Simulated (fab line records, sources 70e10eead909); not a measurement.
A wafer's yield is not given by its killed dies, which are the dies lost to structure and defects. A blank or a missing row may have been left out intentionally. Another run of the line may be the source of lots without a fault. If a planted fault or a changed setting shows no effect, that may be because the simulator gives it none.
Struck lot and sound lot, side by side -- flow nand harc -- 13 out of 1302 route steps
Sound: these wafers, L863.1, L863.5, L863.6. Struck: wafer L874.2 (left out: L874.3, L874.5 of the same lot, which were not struck); the cause appears at the end.
Order at every step that has rows: each side's tool, ch and its chambers, its first start. Under that, the readings that differ: sound wafers -- struck wafers -- difference of the means -- sigmas: that difference in standard deviations of wafers without a fault.
alike: a reading whose means differ by less than 2 such deviations, as well as words and numbers matching on both sides. not compared: withheld readings; readings where some wafer has no value; bounds like >300 that might hide an equal value; numbers whose values overlap and for which the record gives no deviation.
The two part at a step that has a row with sigmas, a row that says differs or no value, or rows on one side only. When numbers do not overlap yet have no deviation, they are printed without sigmas and do not part them. A reading that every wafer of one side lacks parts them only if that side has two wafers or more.

first, 1 step without rows for these wafers: NHARC_P_CONTACT_ETCH_36 (etches the open film in N2/H2, target depth 260 nm, time 406.25 s).
NHARC_P_CONTACT_ETCH_18: etches the open film in C4F8/O2/Ar, target depth 481 nm, time 240.5 s.
  sound on rie diel-08 ch 1,2; struck on rie diel-10 ch 3
reading,sound,struck,difference,sigmas
chamber pressure mTorr (mTorr),25.023 24.980 24.978,24.934,-0.060,-3
rf vpp V (V),980 981 987,975,-8,-2
  alike: bias w, oes product au
  not compared: rf hours counter h
then, 1 step without rows for these wafers: NHARC_P_CONTACT_STRIP_37 (strips in C4F8/O2/Ar).
NHARC_P_CONTACT_ETCH_31: etches the open film in CH3F/O2, target depth 30 nm, time 85.7 s.
  sound on rie diel-08 ch 1,2; struck on rie diel-10 ch 3
reading,sound,struck,difference,sigmas
showerhead plenum p Torr (Torr),2.49 2.62 2.49,2.40,-0.13,-2
  alike: bias w, ch3f flow sccm, chamber pressure mTorr, drypump motor current A, oes product au, rf vpp V, throttle valve pct
  not compared: rf hours counter h
NHARC_P_CONTACT_CD_MEAS_19:
  sound: cd sem-02 at day 6 14:12; struck: cd sem-03 at day 10 22:34
  alike: cd nm
NHARC_P_CONTACT_STRIP_28: strips in O2.
  sound on rie diel-10 ch 0,2,3, day 6 14:20; struck on rie diel-08 ch 3, day 10 22:38
  alike: chamber pressure mTorr, drypump motor current A, oes product au, rf vpp V, showerhead plenum p Torr, throttle valve pct
  not compared: rf hours counter h
then, 4 steps without rows for these wafers: NHARC_P_CONTACT_STRIP_29 (strips in post etch residue remover, time 1200 s); NHARC_P_CONTACT_DEGAS_38 (time 60 s); NHARC_P_CONTACT_PRE_CLEAN_39 (time 19.5 s); NHARC_P_CONTACT_PVD_32 (deposits Ti, target thk 5 nm, time 17.7 s).
NHARC_P_CONTACT_ALD_22: deposits TiN, target thk 3 nm, pulse time 1 s, ald cycles 150.
  sound on ald metal-01 ch 1,2,3, day 6 15:10; struck on ald metal-01 ch 3, day 10 23:31
  alike: heater power w, precursor pulse height rel
NHARC_P_CONTACT_CVD_23: deposits W, target thk 200 nm, time 557 s.
  sound on cvd w-01 ch 0,1; struck on cvd w-02 ch 1
  alike: heater power w, mfc h2 sccm, throttle valve pct
NHARC_P_CONTACT_CMP_24: polishes, t overpolish 30 s, target thk 200 nm.
  sound on cmp-04 ch 0,1,3, day 6 16:07; struck on cmp-04 ch 3, day 11 00:23
reading,sound,struck,difference,sigmas
time to endpoint s (s),40.7 40.8 38.5,21.9,-18.1,-9
  alike: motor current A, overpolish run s

## WHERE THEY PART
Last at NHARC_P_CONTACT_CMP_24 as far as this record goes, first at NHARC_P_CONTACT_ETCH_18.

WHY: what had been put in by the simulator
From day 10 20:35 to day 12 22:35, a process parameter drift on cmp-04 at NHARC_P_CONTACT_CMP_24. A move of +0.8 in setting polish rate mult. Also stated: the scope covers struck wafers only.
